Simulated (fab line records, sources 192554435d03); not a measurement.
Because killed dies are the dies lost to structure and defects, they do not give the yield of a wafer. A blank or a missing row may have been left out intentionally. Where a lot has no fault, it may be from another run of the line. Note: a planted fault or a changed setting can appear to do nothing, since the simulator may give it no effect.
Chamber matching + flow n5-finfet + 4 sister chambers for N5_BEOL_M0_SAQP_ETCH_73 on rie-diel-05
The step etches SiARC in CF4, target depth 19.5 nm, time 32.5 s. 8 wafers are shown with their chamber, then 10 later ones without.

== WAFERS, EACH WITH ITS CHAMBER ==
| wafer  | chamber | throttle-valve-pct (%) | drypump-motor-current-A (A) |
|--------|---------|------------------------|-----------------------------|
| L081.1 | 2       | 16.01                  | 5.62                        |
| L081.4 | 1       | 15.87                  | 5.21                        |
| L085.5 | 1       | 15.91                  | 5.17                        |
| L089.1 | 0       | 15.73                  | 5.76                        |
| L089.3 | 3       | 15.29                  | 5.74                        |
| L089.5 | 3       | 15.28                  | 5.75                        |
| L091.1 | 0       | 15.75                  | 5.78                        |
| L091.3 | 2       | 16.05                  | 5.67                        |

== WAFERS WITH NO CHAMBER GIVEN ==
| wafer  | throttle-valve-pct (%) | drypump-motor-current-A (A) |
|--------|------------------------|-----------------------------|
| L091.6 | 16.05                  | 5.67                        |
| L092.3 | 15.93                  | 5.20                        |
| L092.4 | 15.30                  | 5.75                        |
| L092.5 | 16.06                  | 5.67                        |
| L094.1 | 16.05                  | 5.64                        |
| L094.2 | 15.75                  | 5.79                        |
| L094.5 | 16.06                  | 5.61                        |
| L096.3 | 15.31                  | 5.77                        |
| L096.5 | 15.97                  | 5.17                        |
| L096.6 | 15.30                  | 5.76                        |

== THE CHAMBER EACH PASSED THROUGH ==
| wafer  | from the rows above | in truth |
|--------|---------------------|----------|
| L091.6 | 2                   | 2        |
| L092.3 | 1                   | 1        |
| L092.4 | 3                   | 3        |
| L092.5 | 2                   | 2        |
| L094.1 | 2                   | 2        |
| L094.2 | 0                   | 0        |
| L094.5 | 2                   | 2        |
| L096.3 | 3                   | 3        |
| L096.5 | 1                   | 1        |
| L096.6 | 3                   | 3        |
10 of 10 placed correctly. From these rows, 0 cannot be placed. 0 placed wrongly.
How it was worked out, from the rows above alone: a wafer's distance from a chamber is the root of the sum, over the readings, of the square of ((its reading less the chamber's mean) divided by the reading's scatter). The wafer belongs to the nearest chamber; if the next one is less than 2 further off, it can't be placed. A chamber's mean is the mean of its shown wafers. How the scatter is found: for the shown wafers, subtract from each reading the mean of its chamber, square and add these, divide the total by (wafers less chambers), then take the root.
